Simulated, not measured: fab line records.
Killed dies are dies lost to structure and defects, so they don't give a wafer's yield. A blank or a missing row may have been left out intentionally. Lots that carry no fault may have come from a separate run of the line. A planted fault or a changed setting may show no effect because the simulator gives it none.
Problem report, 8D (eight disciplines) form, completed by code | flow nand-harc | the parts of the form that need people (team, actions taken, sign-off) are left out

## 1. PROBLEM STATEMENT
Wafers without a fault read 28.6 s, standard deviation 2.2; time-to-endpoint-s at NHARC_P_M0_CMP_23 reads a mean of 12.5 s on 5 wafers belonging to 2 lots. That is -7.3 standard deviations from the usual mean.
The step: polishes, t overpolish 20 s, target thk 117.54 nm.
First observed at day 13 17:29: wafer L890.2, on cmp-02. Wafers with a number at this step in the record: 42, from 14 lots. Rule for "out", or "out of limits": more than 4 standard deviations from the usual mean. All remaining wafers that have a number are taken as sound.

## 2. WHAT IT IS AND WHAT IT IS NOT
question                    | is                                     | is not
which readings at this step | time-to-endpoint-s                     | motor-current-A
which lots                  | L890, L894                             | L872, L876, L877, L878, L879, L882, L883, L884, L885, L886, L887, L892
which wafers of those lots  | L890.2, L890.4, L894.1, L894.3, L894.5 | L890.5
read on which tools         | cmp-02                                 | cmp-01, cmp-03
when                        | from day 13 17:29                      | up to then (34 sound wafers); but 3 sound wafers of L892 came after

## 3. THE SUSPECTS, EACH WITH WHAT RULES IT OUT
Counting: if a tool at a process step up to the reading ran every lot that is out, it stays a suspect. Sound lots after the first of them don't rule it out here, since some wafers of a struck lot are sound.
- ecd-cu-01 at NHARC_P_M0_ECD_22 (material Cu, target thk 400 nm): kept. Every lot that is out went through it, the first being L890 (day 13 16:42); the last sound lot it ran before that was L887 (day 12 10:09).
- cmp-02 at NHARC_P_M0_CMP_23 (polishes, t overpolish 20 s, target thk 117.54 nm): kept. Every lot that is out went through it, the first being L890 (day 13 17:29); the last sound lot it ran before that was L872 (day 6 20:34). Its own readings are out on those wafers: time-to-endpoint-s.
- Within cmp-02 at NHARC_P_M0_CMP_23: the wafers that are out ran in chambers 0, 1, 3; their sound lot-mates ran in chamber 2.
Left after counting: ecd-cu-01 at NHARC_P_M0_ECD_22, cmp-02 at NHARC_P_M0_CMP_23.

## 4. THE CAUSE (what the simulator had put in)
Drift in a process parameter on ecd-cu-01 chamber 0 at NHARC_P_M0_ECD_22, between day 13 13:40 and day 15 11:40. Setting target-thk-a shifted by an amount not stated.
Counting leaves 2 suspects; this tool is one of them.

## 5. THE CHAIN OF EFFECTS, in route order
One row per reading whose mean, taken over the struck wafers that have a number, lies over 3 standard deviations from the usual. Only readings for which the record gives a usual standard deviation are gone through. hours: the time from each lot's start at the first step in this table that gives one to its start at this step, as a median over the lots. sigmas: the change in usual standard deviations.
hours | step              | reading            | usual  | on struck wafers | change | sigmas
0     | NHARC_P_M0_CMP_23 | time-to-endpoint-s | 28.6 s | 12.5             | -16.1  | -7.3
The process steps in it:
- NHARC_P_M0_CMP_23: polishes, t overpolish 20 s, target thk 117.54 nm.

## 6. HOW IT WOULD HAVE BEEN CAUGHT EARLIER
4 hours passed between the start of the fault at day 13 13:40 and the first reading out of limits in this record, taken at day 13 17:29.
Of the lots that are out (2), L894 began NHARC_P_M0_ECD_22 on ecd-cu-01 after day 13 17:29. A hold on the tool at that time would have spared it.
